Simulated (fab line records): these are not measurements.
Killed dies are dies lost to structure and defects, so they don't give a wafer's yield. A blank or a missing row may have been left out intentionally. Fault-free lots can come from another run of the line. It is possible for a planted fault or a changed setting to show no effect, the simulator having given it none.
fab line records + flow nandHarc + part 1 of 2: steps 1 to 4 of 6
record
- lots=24
- wafers=72
- lastDay=33
route steps=1302 shown P_M0@265 P_M1@302 P_M2@330 P_BONDPAD@367
lots that met no fault: from a run of the same line without faults
startH: start of the lot's first displayed wafer, in hours after the record's first day + waitH: hours from the lot's prior step to this one + " repeats the value in the row above + L1.1+2: several wafers, shown together as one row + - no value present, or no start provided + * or withheld: withheld + < > ~ a bound
route shown NAME@n: a module of which the file shows steps, and the number in the route of the first + usual: mean/standard deviation taken from wafers without a fault + same: alike in all rows + chamber/n: place in a boat + sites: the reading at each site + _std_site: standard deviation across them + _edge_site: the outer-site mean with the inner-site mean subtracted + radiusMm: for every site, how far away it sits from the centre of the wafer + mask NAME#n: copy n + behind: the most recent tool/chamber to have shaped the wafer + hold: why the lot was held/for how many hours/how that ended + device: names the non-switching transistor (n, p or np) + end of line: tests run on the same wafers once the route is complete + where a step has no rows: the recipe by itself + killed: dies that structure and defects cost at the first sort, which is not the same as the wafer's yield + map: dies across one wafer; x = killed, . = not, _ = none there
set.NAME: the setting as run; set.NAME@STEP: as run at that earlier step + model.NAME: the simulator's own value behind a step, which no gauge read
route steps across a sampled set of lots; one table per step, one row per wafer
services: when a tool's chamber went out of use (startH, in hours from the record's first day, below 0 if earlier), for how many hours, and the reason
## steps
# step NHARC_P_M0_INSPECT_11
# usual
- rawDefectCount=3.9/2.4
| lot.wafer | tool             | chamber | startH | waitH | rawDefectCount |
|-----------|------------------|---------|--------|-------|----------------|
| L074.1    | defectInspect-02 | -       | 122.17 | 0.0   | 5              |
| L074.3    | "                | -       | "      | "     | 7              |
| L074.4    | "                | -       | "      | "     | 5              |
| L075.1    | defectInspect-01 | -       | 140.34 | 0.0   | 4              |
| L075.3    | "                | -       | "      | "     | 2              |
| L075.5    | "                | -       | "      | "     | 4              |
| L076.2    | defectInspect-02 | -       | 150.11 | 0.0   | 1              |
| L076.4    | "                | -       | "      | "     | 5              |
| L076.5    | "                | -       | "      | "     | 5              |
| L077.1    | defectInspect-01 | -       | 152.62 | 0.0   | 2              |
| L077.2    | "                | -       | "      | "     | 3              |
| L077.3    | "                | -       | "      | "     | 2              |
| L078.4    | defectInspect-01 | -       | 158.42 | 0.0   | 2              |
| L078.5    | "                | -       | "      | "     | 4              |
| L078.6    | "                | -       | "      | "     | 6              |
| L079.1    | defectInspect-02 | -       | 173.45 | 0.0   | 0              |
| L079.4    | "                | -       | "      | "     | 2              |
| L079.6    | "                | -       | "      | "     | 1              |
| L080.1    | defectInspect-01 | -       | 183.97 | 0.0   | 3              |
| L080.4    | "                | -       | "      | "     | 6              |
| L080.5    | "                | -       | "      | "     | 4              |
| L081.3    | defectInspect-01 | -       | 189.26 | 0.0   | 5              |
| L081.4    | "                | -       | "      | "     | 8              |
| L081.5    | "                | -       | "      | "     | 3              |
| L082.4    | defectInspect-02 | -       | 200.30 | 0.0   | 1              |
| L082.5    | "                | -       | "      | "     | 5              |
| L082.6    | "                | -       | "      | "     | 1              |
| L083.3    | defectInspect-01 | -       | 213.84 | 0.0   | 11             |
| L083.5    | "                | -       | "      | "     | 5              |
| L083.6    | "                | -       | "      | "     | 1              |
| L084.3    | defectInspect-01 | -       | 218.16 | 0.0   | 1              |
| L084.4    | "                | -       | "      | "     | 1              |
| L084.6    | "                | -       | "      | "     | 4              |
| L085.1    | defectInspect-02 | -       | 230.58 | 0.0   | 5              |
| L085.5    | "                | -       | "      | "     | 5              |
| L085.6    | "                | -       | "      | "     | 6              |
| L086.1    | defectInspect-01 | -       | 239.84 | 0.0   | 4              |
| L086.4    | "                | -       | "      | "     | 3              |
| L086.5    | "                | -       | "      | "     | 2              |
| L087.2    | defectInspect-01 | -       | 251.01 | 0.0   | 5              |
| L087.3    | "                | -       | "      | "     | 3              |
| L087.5    | "                | -       | "      | "     | 3              |
| L089.1    | defectInspect-01 | -       | 270.60 | 0.0   | 6              |
| L089.2    | "                | -       | "      | "     | 6              |
| L089.6    | "                | -       | "      | "     | 5              |
| L088.1    | defectInspect-01 | -       | 271.62 | 0.0   | 6              |
| L088.3    | "                | -       | "      | "     | 3              |
| L088.4    | "                | -       | "      | "     | 4              |
| L090.2    | defectInspect-01 | -       | 292.38 | 0.0   | 6              |
| L090.4    | "                | -       | "      | "     | 5              |
| L090.5    | "                | -       | "      | "     | 1              |
| L091.1    | defectInspect-01 | -       | 296.07 | 0.0   | 8              |
| L091.3    | "                | -       | "      | "     | 2              |
| L091.4    | "                | -       | "      | "     | 2              |
| L092.1    | defectInspect-02 | -       | 305.16 | 0.0   | 3              |
| L092.4    | "                | -       | "      | "     | 2              |
| L092.6    | "                | -       | "      | "     | 1              |
| L094.3    | defectInspect-01 | -       | 322.20 | 0.0   | 3              |
| L094.4    | "                | -       | "      | "     | 6              |
| L094.5    | "                | -       | "      | "     | 5              |
| L093.2    | defectInspect-01 | -       | 323.00 | 0.0   | 5              |
| L093.4    | "                | -       | "      | "     | 6              |
| L093.6    | "                | -       | "      | "     | 3              |
| L095.2    | defectInspect-01 | -       | 342.75 | 0.0   | 3              |
| L095.4    | "                | -       | "      | "     | 5              |
| L095.6    | "                | -       | "      | "     | 4              |
| L096.1    | defectInspect-01 | -       | 348.07 | 0.0   | 2              |
| L096.3    | "                | -       | "      | "     | 6              |
| L096.6    | "                | -       | "      | "     | 4              |
| L097.1    | defectInspect-02 | -       | 361.42 | 0.0   | 3              |
| L097.4    | "                | -       | "      | "     | 1              |
| L097.5    | "                | -       | "      | "     | 6              |
# step NHARC_P_M1_STRIP_18
# recipe
- powerW=1000
- n2FlowSccm=150
- h2FlowSccm=150
- arFlowSccm=0
- biasW=0
- chemistry=N2/H2
# usual
- drypumpMotorCurrentA=5.7/0.4
- oesProductAu=1.002/0.0089
- rfFwdPowerW=997/3.1
- rfVppV=90.6/0.96
- showerheadPlenumPTorr=2.06/0.1
- throttleValvePct=14.171/0.0094
| lot.wafer | tool       | chamber | startH | waitH | drypumpMotorCurrentA | oesProductAu | rfFwdPowerW | rfHoursCounterH | rfVppV | showerheadPlenumPTorr | throttleValvePct |
|-----------|------------|---------|--------|-------|----------------------|--------------|-------------|-----------------|--------|-----------------------|------------------|
| L074.3    | rieDiel-03 | 1       | 127.16 | 0.1   | 6.0                  | 1.017        | 1001        | 1               | 89.2   | 1.93                  | 14.167           |
| L074.4    | "          | 2       | "      | "     | 5.9                  | 1.007        | 1000        | 1               | 90.8   | 2.17                  | 14.180           |
| L074.1    | "          | 0       | "      | "     | 5.1                  | 0.999        | 993         | 1               | 89.9   | 1.94                  | 14.165           |
| L075.1    | rieDiel-06 | 1       | 144.73 | 0.1   | 5.7                  | 1.005        | 1002        | 1               | 89.7   | 2.11                  | 14.159           |
| L075.3    | "          | 3       | "      | "     | 5.9                  | 1.010        | 992         | 0               | 89.3   | 2.02                  | 14.175           |
| L075.5    | "          | 2       | "      | "     | 5.1                  | 0.987        | 998         | -               | 91.2   | 2.19                  | 14.167           |
| L076.4    | rieDiel-03 | 2       | 154.54 | 0.1   | 5.9                  | 1.005        | 998         | 3               | 91.3   | 2.17                  | 14.164           |
| L076.2    | "          | 3       | "      | "     | 6.1                  | 1.000        | 994         | 3               | 90.3   | 2.19                  | 14.172           |
| L076.5    | "          | 1       | "      | "     | 6.0                  | 1.018        | 995         | -               | 90.2   | 1.93                  | 14.163           |
| L077.1    | rieDiel-06 | 3       | 157.07 | 0.1   | 5.9                  | 1.009        | 988         | 2               | 92.1   | 2.02                  | 14.179           |
| L077.3    | "          | 0       | "      | "     | 5.3                  | 1.009        | 994         | 2               | 89.1   | 1.99                  | 14.164           |
| L077.2    | "          | 1       | "      | "     | 5.7                  | 1.001        | 1002        | 2               | 90.8   | 2.11                  | 14.183           |
| L078.4    | rieDiel-03 | 1       | 163.64 | 0.1   | 6.1                  | 1.000        | 997         | 3               | 90.2   | 1.93                  | 14.179           |
| L078.5    | "          | 0       | "      | "     | 5.2                  | 1.002        | 999         | -               | 89.5   | 1.94                  | 14.174           |
| L078.6    | "          | 1       | "      | "     | 6.1                  | 1.007        | 998         | -               | 90.2   | 1.93                  | 14.161           |
| L079.4    | rieDiel-06 | 0       | 177.85 | 0.1   | 5.2                  | 0.995        | 997         | 3               | 90.6   | 1.99                  | 14.184           |
| L079.1    | "          | 2       | "      | "     | 5.1                  | 1.000        | 993         | 4               | 91.0   | 2.18                  | 14.180           |
| L079.6    | "          | 3       | "      | "     | 5.9                  | 0.999        | 993         | -               | 90.5   | 2.02                  | 14.165           |
| L080.1    | rieDiel-13 | 1       | 188.47 | 0.1   | 5.6                  | 0.999        | 997         | 3               | 90.5   | 1.96                  | 14.164           |
| L080.4    | "          | 3       | "      | "     | 6.3                  | 0.992        | 1000        | 2               | 91.6   | 2.10                  | 14.187           |
| L080.5    | "          | 0       | "      | "     | 5.6                  | 0.992        | 993         | -               | 92.9   | 2.15                  | 14.165           |
| L081.3    | rieDiel-03 | 0       | 194.04 | 0.1   | 5.1                  | 0.994        | 1000        | 5               | 89.8   | 1.94                  | 14.173           |
| L081.4    | "          | 1       | "      | "     | 6.1                  | 1.004        | 996         | -               | 88.3   | 1.93                  | 14.166           |
| L081.5    | "          | 2       | "      | "     | 5.8                  | 1.003        | 998         | -               | 91.5   | 2.17                  | 14.171           |
| L082.5    | rieDiel-13 | 3       | 204.90 | 0.2   | 6.3                  | 0.998        | 994         | -               | 90.6   | 2.10                  | 14.175           |
| L082.6    | "          | 1       | "      | "     | 5.6                  | 1.004        | 990         | -               | 90.8   | 1.96                  | 14.176           |
| L082.4    | "          | 2       | "      | "     | 5.0                  | 1.006        | 998         | -               | 91.3   | 2.05                  | 14.178           |
| L083.3    | rieDiel-03 | 2       | 218.32 | 0.1   | 6.0                  | 1.013        | 997         | 6               | 92.9   | 2.17                  | 14.185           |
| L083.6    | "          | 2       | "      | "     | 5.9                  | 1.009        | 995         | -               | 91.1   | 2.17                  | 14.167           |
| L083.5    | "          | 3       | "      | "     | 6.1                  | 0.992        | 994         | -               | 91.4   | 2.19                  | 14.170           |
| L084.3    | rieDiel-06 | 1       | 222.92 | 0.1   | 5.7                  | 0.985        | 996         | 8               | 91.1   | 2.11                  | 14.175           |
| L084.4    | "          | 3       | "      | "     | 5.9                  | 0.990        | 995         | 7               | 90.5   | 2.02                  | 14.153           |
| L084.6    | "          | 1       | "      | "     | 5.7                  | 0.995        | 998         | -               | 89.5   | 2.11                  | 14.181           |
| L085.1    | rieDiel-03 | 2       | 235.15 | 0.1   | 5.8                  | 1.009        | 999         | 7               | 91.3   | 2.17                  | 14.162           |
| L085.6    | "          | 1       | "      | "     | 6.0                  | 1.012        | 1005        | -               | 90.7   | 1.93                  | 14.183           |
| L085.5    | "          | 2       | "      | "     | 5.9                  | 1.008        | 1000        | -               | 91.0   | 2.17                  | 14.157           |
| L086.4    | rieDiel-06 | 1       | 244.38 | 0.1   | 5.7                  | 1.002        | 993         | 9               | 91.1   | 2.11                  | 14.163           |
| L086.1    | "          | 3       | "      | "     | 6.0                  | 0.999        | 989         | 9               | 89.8   | 2.02                  | 14.163           |
| L086.5    | "          | 0       | "      | "     | 5.3                  | 0.984        | 998         | -               | 90.5   | 1.99                  | 14.180           |
| L087.3    | rieDiel-06 | 0       | 255.44 | 0.1   | 5.2                  | 0.997        | 996         | 10              | 89.6   | 1.99                  | 14.161           |
| L087.2    | "          | 2       | "      | "     | 5.1                  | 0.993        | 997         | 11              | 90.3   | 2.18                  | 14.166           |
| L087.5    | "          | 0       | "      | "     | 5.3                  | 0.988        | 999         | -               | 88.7   | 1.99                  | 14.177           |
| L089.1    | rieDiel-06 | 0       | 276.47 | 0.1   | 5.3                  | 0.991        | 997         | 12              | 90.3   | 1.99                  | 14.171           |
| L089.2    | "          | 1       | "      | "     | 5.7                  | 1.005        | 994         | 13              | 91.5   | 2.11                  | 14.176           |
| L089.6    | "          | 0       | "      | "     | 5.3                  | 0.999        | 1001        | -               | 90.3   | 1.99                  | 14.156           |
| L088.1    | rieDiel-03 | 3       | 276.50 | 0.1   | 6.2                  | 0.987        | 999         | 8               | 89.8   | 2.19                  | 14.191           |
| L088.3    | "          | 0       | "      | "     | 5.2                  | 1.010        | 996         | 8               | 90.5   | 1.94                  | 14.182           |
| L088.4    | "          | 2       | "      | "     | 5.9                  | 1.008        | 997         | 8               | 90.2   | 2.17                  | 14.158           |
| L090.2    | rieDiel-03 | 2       | 297.02 | 0.1   | 6.0                  | 1.018        | 995         | 0               | 91.3   | 2.17                  | 14.174           |
| L090.4    | "          | 0       | "      | "     | 5.2                  | 0.993        | 1000        | 0               | 90.0   | 1.94                  | 14.162           |
| L090.5    | "          | 2       | "      | "     | 6.0                  | 1.015        | 996         | -               | 92.4   | 2.17                  | 14.165           |
| L091.3    | rieDiel-06 | 1       | 300.65 | 0.1   | 5.7                  | 0.998        | 1001        | 16              | 91.8   | 2.11                  | 14.170           |
| L091.1    | "          | 2       | "      | "     | 5.1                  | 0.993        | 991         | 16              | 92.2   | 2.18                  | 14.185           |
| L091.4    | "          | 3       | "      | "     | 5.9                  | 1.007        | 992         | 15              | 90.2   | 2.02                  | 14.166           |
| L092.1    | rieDiel-03 | 3       | 310.18 | 0.1   | 6.1                  | 1.009        | 994         | 2               | 91.3   | 2.19                  | 14.155           |
| L092.6    | "          | 3       | "      | "     | 6.1                  | 0.996        | 996         | -               | 92.0   | 2.19                  | 14.163           |
| L092.4    | "          | 1       | "      | "     | 6.0                  | 1.010        | 996         | -               | 90.0   | 1.93                  | 14.181           |
| L094.4    | rieDiel-03 | 1       | 326.81 | 0.1   | 6.1                  | 1.012        | 1002        | 3               | 90.9   | 1.92                  | 14.195           |
| L094.3    | "          | 2       | "      | "     | 5.9                  | 1.004        | 999         | 1               | 91.8   | 2.17                  | 14.163           |
| L094.5    | "          | 2       | "      | "     | 5.9                  | 1.016        | 995         | -               | 90.5   | 2.17                  | 14.194           |
| L093.4    | rieDiel-06 | 3       | 327.64 | 0.1   | 6.0                  | 1.003        | 993         | 1               | 91.0   | 2.02                  | 14.181           |
| L093.2    | "          | 1       | "      | "     | 5.8                  | 1.003        | 995         | 1               | 88.4   | 2.11                  | 14.179           |
| L093.6    | "          | 3       | "      | "     | 5.9                  | 1.001        | 1001        | -               | 91.6   | 2.02                  | 14.170           |
| L095.2    | rieDiel-03 | 2       | 347.18 | 0.1   | 5.9                  | 1.014        | 996         | 3               | 90.3   | 2.17                  | 14.173           |
| L095.4    | "          | 3       | "      | "     | 6.1                  | 1.006        | 994         | 4               | 91.0   | 2.19                  | 14.161           |
| L095.6    | "          | 1       | "      | "     | 6.1                  | 1.007        | 1002        | -               | 90.1   | 1.92                  | 14.170           |
| L096.1    | rieDiel-03 | 2       | 353.50 | 0.1   | 5.9                  | 1.002        | 996         | 3               | 91.4   | 2.17                  | 14.158           |
| L096.3    | "          | 1       | "      | "     | 6.0                  | 1.014        | 998         | 5               | 90.5   | 1.92                  | 14.180           |
| L096.6    | "          | 2       | "      | "     | 5.9                  | 1.009        | 995         | -               | 90.2   | 2.17                  | 14.167           |
| L097.1    | rieDiel-03 | 1       | 365.92 | 0.1   | 6.1                  | 1.002        | 999         | 6               | 90.2   | 1.92                  | 14.160           |
| L097.4    | "          | 0       | "      | "     | 5.2                  | 0.998        | 1000        | 6               | 90.1   | 1.94                  | 14.169           |
| L097.5    | "          | 2       | "      | "     | 5.9                  | 1.016        | 1001        | -               | 90.2   | 2.17                  | 14.169           |
# step NHARC_P_M2_INSPECT_11
# usual
- rawDefectCount=4.5/2.6
| lot.wafer | tool             | chamber | startH | waitH | rawDefectCount |
|-----------|------------------|---------|--------|-------|----------------|
| L074.1    | defectInspect-01 | -       | 130.91 | 0.0   | 3              |
| L074.3    | "                | -       | "      | "     | 8              |
| L074.4    | "                | -       | "      | "     | 6              |
| L075.1    | defectInspect-02 | -       | 148.44 | 0.0   | 5              |
| L075.3    | "                | -       | "      | "     | 6              |
| L075.5    | "                | -       | "      | "     | 8              |
| L076.2    | defectInspect-02 | -       | 158.07 | 0.0   | 5              |
| L076.4    | "                | -       | "      | "     | 8              |
| L076.5    | "                | -       | "      | "     | 3              |
| L077.1    | defectInspect-02 | -       | 160.78 | 0.0   | 5              |
| L077.2    | "                | -       | "      | "     | 6              |
| L077.3    | "                | -       | "      | "     | 13             |
| L078.4    | defectInspect-02 | -       | 167.35 | 0.0   | 5              |
| L078.5    | "                | -       | "      | "     | 0              |
| L078.6    | "                | -       | "      | "     | 7              |
| L079.1    | defectInspect-01 | -       | 181.52 | 0.0   | 1              |
| L079.4    | "                | -       | "      | "     | 3              |
| L079.6    | "                | -       | "      | "     | 1              |
| L080.1    | defectInspect-01 | -       | 192.41 | 0.0   | 1              |
| L080.4    | "                | -       | "      | "     | 2              |
| L080.5    | "                | -       | "      | "     | 2              |
| L081.3    | defectInspect-01 | -       | 197.81 | 0.0   | 6              |
| L081.4    | "                | -       | "      | "     | 5              |
| L081.5    | "                | -       | "      | "     | 3              |
| L082.4    | defectInspect-01 | -       | 208.57 | 0.0   | 4              |
| L082.5    | "                | -       | "      | "     | 4              |
| L082.6    | "                | -       | "      | "     | 7              |
| L083.3    | defectInspect-02 | -       | 222.04 | 0.0   | 5              |
| L083.5    | "                | -       | "      | "     | 3              |
| L083.6    | "                | -       | "      | "     | 1              |
| L084.3    | defectInspect-02 | -       | 226.66 | 0.0   | 2              |
| L084.4    | "                | -       | "      | "     | 3              |
| L084.6    | "                | -       | "      | "     | 3              |
| L085.1    | defectInspect-02 | -       | 239.27 | 0.0   | 6              |
| L085.5    | "                | -       | "      | "     | 5              |
| L085.6    | "                | -       | "      | "     | 10             |
| L086.1    | defectInspect-02 | -       | 248.22 | 0.0   | 4              |
| L086.4    | "                | -       | "      | "     | 3              |
| L086.5    | "                | -       | "      | "     | 3              |
| L087.2    | defectInspect-02 | -       | 259.32 | 0.0   | 3              |
| L087.3    | "                | -       | "      | "     | 1              |
| L087.5    | "                | -       | "      | "     | 3              |
| L089.1    | defectInspect-02 | -       | 280.04 | 0.0   | 2              |
| L089.2    | "                | -       | "      | "     | 7              |
| L089.6    | "                | -       | "      | "     | 8              |
| L088.1    | defectInspect-01 | -       | 280.21 | 0.0   | 2              |
| L088.3    | "                | -       | "      | "     | 0              |
| L088.4    | "                | -       | "      | "     | 6              |
| L090.2    | defectInspect-02 | -       | 300.58 | 0.0   | 9              |
| L090.4    | "                | -       | "      | "     | 9              |
| L090.5    | "                | -       | "      | "     | 6              |
| L091.1    | defectInspect-02 | -       | 304.22 | 0.0   | 11             |
| L091.3    | "                | -       | "      | "     | 3              |
| L091.4    | "                | -       | "      | "     | 2              |
| L092.1    | defectInspect-02 | -       | 313.96 | 0.0   | 4              |
| L092.4    | "                | -       | "      | "     | 3              |
| L092.6    | "                | -       | "      | "     | 3              |
| L094.3    | defectInspect-01 | -       | 330.52 | 0.0   | 4              |
| L094.4    | "                | -       | "      | "     | 5              |
| L094.5    | "                | -       | "      | "     | 4              |
| L093.2    | defectInspect-01 | -       | 331.51 | 0.0   | 5              |
| L093.4    | "                | -       | "      | "     | 8              |
| L093.6    | "                | -       | "      | "     | 4              |
| L095.2    | defectInspect-02 | -       | 350.83 | 0.0   | 3              |
| L095.4    | "                | -       | "      | "     | 3              |
| L095.6    | "                | -       | "      | "     | 4              |
| L096.1    | defectInspect-01 | -       | 357.20 | 0.0   | 3              |
| L096.3    | "                | -       | "      | "     | 4              |
| L096.6    | "                | -       | "      | "     | 3              |
| L097.1    | defectInspect-01 | -       | 369.64 | 0.0   | 5              |
| L097.4    | "                | -       | "      | "     | 1              |
| L097.5    | "                | -       | "      | "     | 9              |
# step NHARC_P_M2_ETCH_15
# recipe
- targetDepthA=1825
- timeS=91.2
- c4f8FlowSccm=withheld
- arFlowSccm=400
- rfW=600
- biasW=300
- chemistry=C4F8/Ar
# usual
- oesProductAu=0.943/0.024
- rfFwdPowerW=595.7/2.4
- rfVppV=441/3.3
| lot.wafer | tool       | chamber | startH | waitH | oesProductAu | rfFwdPowerW | rfHoursCounterH | rfVppV |
|-----------|------------|---------|--------|-------|--------------|-------------|-----------------|--------|
| L074.3    | rieDiel-08 | 2       | -      | -     | 0.933        | 595.9       | 4.2             | 444    |
| L074.4    | "          | 3       | "      | "     | 0.925        | 594.7       | 4.3             | 442    |
| L074.1    | "          | 1       | "      | "     | 0.934        | 598.4       | 4.6             | 438    |
| L075.1    | rieDiel-07 | 3       | -      | -     | 0.922        | 596.7       | 0.9             | 445    |
| L075.3    | "          | 2       | "      | "     | 0.907        | 598.7       | 1.3             | 444    |
| L075.5    | "          | 3       | "      | "     | 0.922        | 597.6       | -               | 445    |
| L076.2    | rieDiel-08 | 2       | -      | -     | 0.922        | 593.5       | 6.1             | 443    |
| L076.4    | "          | 3       | "      | "     | 0.928        | 597.7       | 5.7             | 442    |
| L076.5    | "          | 1       | "      | "     | 0.927        | 595.5       | -               | 437    |
| L077.3    | rieDiel-01 | 3       | -      | -     | 0.961        | 593.6       | 6.4             | 447    |
| L077.2    | "          | 0       | "      | "     | 0.959        | 590.8       | 5.0             | 442    |
| L077.1    | "          | 2       | "      | "     | 0.961        | 593.1       | 6.2             | 438    |
| L078.4    | rieDiel-01 | 0       | -      | -     | 0.959        | 593.5       | 5.1             | 440    |
| L078.5    | "          | 0       | "      | "     | 0.956        | 596.3       | -               | 443    |
| L078.6    | "          | 1       | "      | "     | 0.979        | 596.6       | -               | 445    |
| L079.4    | rieDiel-08 | 1       | -      | -     | 0.967        | 593.8       | 7.7             | 437    |
| L079.1    | "          | 2       | "      | "     | 0.964        | 595.4       | 7.4             | 444    |
| L079.6    | "          | 1       | "      | "     | 0.960        | 595.3       | -               | 438    |
| L080.1    | rieDiel-07 | 2       | -      | -     | 0.918        | 597.7       | 2.0             | 443    |
| L080.4    | "          | 3       | "      | "     | 0.911        | 602.8       | 1.7             | 446    |
| L080.5    | "          | 3       | "      | "     | 0.917        | 601.7       | -               | 445    |
| L081.3    | rieDiel-07 | 2       | -      | -     | 0.921        | 594.6       | 2.1             | 444    |
| L081.4    | "          | 0       | "      | "     | 0.913        | 592.8       | 1.9             | 438    |
| L081.5    | "          | 3       | "      | "     | 0.913        | 595.8       | -               | 445    |
| L082.4    | rieDiel-07 | 2       | -      | -     | 0.922        | 596.5       | 2.2             | 444    |
| L082.5    | "          | 3       | "      | "     | 0.916        | 597.7       | -               | 444    |
| L082.6    | "          | 0       | "      | "     | 0.912        | 594.1       | -               | 437    |
| L083.3    | rieDiel-01 | 1       | -      | -     | 0.976        | 596.3       | 0.1             | 443    |
| L083.5    | "          | 2       | "      | "     | 0.978        | 596.5       | -               | 439    |
| L083.6    | "          | 3       | "      | "     | 0.980        | 591.4       | -               | 445    |
| L084.4    | rieDiel-07 | 1       | -      | -     | 0.938        | 593.3       | 3.2             | 437    |
| L084.3    | "          | 2       | "      | "     | 0.925        | 596.3       | 3.1             | 445    |
| L084.6    | "          | 1       | "      | "     | 0.932        | 590.5       | -               | 439    |
| L085.1    | rieDiel-01 | 0       | -      | -     | 0.941        | 597.2       | 0.8             | 442    |
| L085.6    | "          | 1       | "      | "     | 0.972        | 599.0       | -               | 444    |
| L085.5    | "          | 2       | "      | "     | 0.951        | 592.7       | -               | 437    |
| L086.4    | rieDiel-08 | 3       | -      | -     | 0.928        | 597.6       | 2.8             | 444    |
| L086.1    | "          | 2       | "      | "     | 0.929        | 593.6       | 4.6             | 441    |
| L086.5    | "          | 0       | "      | "     | 0.954        | 589.0       | -               | 439    |
| L087.3    | rieDiel-01 | 3       | -      | -     | 0.970        | 593.9       | 1.0             | 444    |
| L087.2    | "          | 0       | "      | "     | 0.979        | 597.7       | 1.3             | 442    |
| L087.5    | "          | 3       | "      | "     | 0.965        | 594.7       | -               | 446    |
| L089.2    | rieDiel-07 | 1       | -      | -     | 0.942        | 598.9       | 5.5             | 438    |
| L089.1    | "          | 2       | "      | "     | 0.933        | 598.5       | 5.7             | 445    |
| L089.6    | "          | 1       | "      | "     | 0.935        | 596.5       | -               | 438    |
| L088.1    | rieDiel-01 | 3       | -      | -     | 0.994        | 595.9       | 3.1             | 445    |
| L088.4    | "          | 0       | "      | "     | 0.975        | 593.8       | 3.9             | 441    |
| L088.3    | "          | 1       | "      | "     | 0.982        | 596.1       | 4.0             | 444    |
| L090.2    | rieDiel-08 | 3       | -      | -     | 0.944        | 599.3       | 6.4             | 443    |
| L090.4    | "          | 0       | "      | "     | 0.956        | 596.7       | 8.4             | 436    |
| L090.5    | "          | 1       | "      | "     | 0.932        | 595.5       | -               | 438    |
| L091.4    | rieDiel-08 | 1       | -      | -     | 0.929        | 592.7       | 9.9             | 438    |
| L091.3    | "          | 2       | "      | "     | 0.937        | 593.4       | 8.8             | 441    |
| L091.1    | "          | 3       | "      | "     | 0.934        | 598.1       | 6.5             | 443    |
| L092.4    | rieDiel-07 | 2       | -      | -     | 0.952        | 595.3       | 0.5             | 444    |
| L092.1    | "          | 3       | "      | "     | 0.978        | 595.7       | 0.4             | 444    |
| L092.6    | "          | 2       | "      | "     | 0.953        | 596.6       | -               | 444    |
| L094.3    | rieDiel-07 | 1       | -      | -     | 0.936        | 597.9       | 2.5             | 437    |
| L094.5    | "          | 1       | "      | "     | 0.934        | 592.8       | -               | 439    |
| L094.4    | "          | 2       | "      | "     | 0.930        | 595.8       | -               | 444    |
| L093.4    | rieDiel-08 | 0       | -      | -     | 0.954        | 595.1       | 10.7            | 436    |
| L093.2    | "          | 3       | "      | "     | 0.931        | 595.7       | 8.4             | 442    |
| L093.6    | "          | 0       | "      | "     | 0.946        | 595.5       | -               | 436    |
| L095.2    | rieDiel-07 | 1       | -      | -     | 0.931        | 600.2       | 3.5             | 440    |
| L095.4    | "          | 3       | "      | "     | 0.926        | 598.5       | -               | 443    |
| L095.6    | "          | 1       | "      | "     | 0.933        | 596.6       | -               | 439    |
| L096.1    | rieDiel-07 | 3       | -      | -     | 0.919        | 597.5       | 2.9             | 445    |
| L096.3    | "          | 0       | "      | "     | 0.907        | 597.1       | 3.8             | 437    |
| L096.6    | "          | 0       | "      | "     | 0.909        | 595.9       | -               | 438    |
| L097.1    | rieDiel-01 | 1       | -      | -     | 0.972        | 598.2       | 7.4             | 444    |
| L097.4    | "          | 3       | "      | "     | 0.982        | 593.5       | 6.9             | 445    |
| L097.5    | "          | 2       | "      | "     | 0.977        | 590.4       | -               | 438    |
